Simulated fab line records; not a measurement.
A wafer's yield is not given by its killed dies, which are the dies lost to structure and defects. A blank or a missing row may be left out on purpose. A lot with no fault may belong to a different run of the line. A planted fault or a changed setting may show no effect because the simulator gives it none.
Split-lot trial	flow n5_finfet	21 wafers read from 7 lots, route of 1938 steps

THE SPLIT
At N5_PMOS_HMC_CHANNEL_EPI_COAT_03 (resist thk 205 nm), the setting spin_rpm was moved away from the recipe's 1500 rpm on 7 of the 21 wafers read, by -8.5% to +10.1%. The other wafers ran this setting at the recipe's value.

The split's own step is where the reading is taken.

THE READING
CAR-ArF-block_of_PMOS_HMC_CHANNEL_EPI_COAT_03.thk_nm (the simulator's own value, which no gauge read), in nm, at N5_PMOS_HMC_CHANNEL_EPI_COAT_03 (resist thk 205 nm). The file gives no usual value for it. Across the 14 wafers here that went through the recipe, the average is 205.3 nm and the standard deviation 0.49 nm.

wafer	tool, chamber at the split	spin_rpm as run, rpm	against the recipe	CAR-ArF-block_of_PMOS_HMC_CHANNEL_EPI_COAT_03.thk_nm, nm	against lot-mates on the recipe
L075.1	litho_track-02, 0	1619	+7.9%	197.9	-7.4
L075.3	litho_track-02, 0	1500	recipe	205.3	-
L075.5	litho_track-02, 0	1619	+7.9%	197.5	-7.8
L081.1	litho_track-04, 0	1652	+10.1%	195	-9.4
L081.2	litho_track-04, 0	1500	recipe	204.4	-
L081.5	litho_track-04, 0	1652	+10.1%	194.9	-9.5
L085.1	litho_track-01, 0	1391	-7.3%	213.7	+7.9
L085.2	litho_track-01, 0	1500	recipe	205.9	-
L085.5	litho_track-01, 0	1500	recipe	205.7	-
L086.2	litho_track-04, 0	1500	recipe	205	-
L086.3	litho_track-04, 0	1500	recipe	205	-
L086.5	litho_track-04, 0	1500	recipe	205.3	-
L090.1	litho_track-04, 0	1500	recipe	204.8	-
L090.3	litho_track-04, 0	1500	recipe	205.3	-
L090.5	litho_track-04, 0	1500	recipe	204.4	-
L093.2	litho_track-01, 0	1373	-8.5%	215.3	+9.4
L093.4	litho_track-01, 0	1500	recipe	205.8	-
L093.6	litho_track-01, 0	1500	recipe	205.9	-
L096.1	litho_track-02, 0	1500	recipe	205.6	-
L096.2	litho_track-02, 0	1500	recipe	205.5	-
L096.3	litho_track-02, 0	1572	+4.8%	201.3	-4.2

THE FIT
A straight line over all 21 wafers: CAR-ArF-block_of_PMOS_HMC_CHANNEL_EPI_COAT_03.thk_nm changes by -1.05 nm for each +1% of spin_rpm; r = -0.99; the points scatter about the line by 0.58 nm.
The same after taking each lot's own level away (the mean of its wafers on the recipe; 21 wafers): -0.992 nm for each +1%; r = -1.00; scatter 0.37 nm.
The reading moves by 10 nm for the largest change in spin_rpm, on that fit.
The lots' own levels span 204.40 to 205.85 nm, that is 3.0 times the standard deviation above.
The two slopes agree, so the slope changes little with the lot-to-lot level.
Check: -9.99 nm against its lot-mates is what the line predicts for one of the wafers moved furthest among these (+10.1%) when that wafer is left out of the fit. It came out at -9.4 nm against them.

FURTHER SPLITS ON THESE WAFERS
Other splits were also applied to these wafers ahead of the reading. Each is held against what the fit with the lots' levels taken away leaves over:
other split on the same wafers	wafers away from the commonest value	r with CAR-ArF-block_of_PMOS_HMC_CHANNEL_EPI_COAT_03.thk_nm (lot level and that fit taken away)
N5_ZERO_LAYER_EXPOSE_08 dose_mj	10	-0.20
N5_ZERO_LAYER_DESCUM_16 time_s	4	-0.34

THE FILE'S OWN FIT
CAR-ArF-block_of_PMOS_HMC_CHANNEL_EPI_COAT_03.thk_nm changes by -1 nm for each +1% of spin_rpm, r = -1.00.
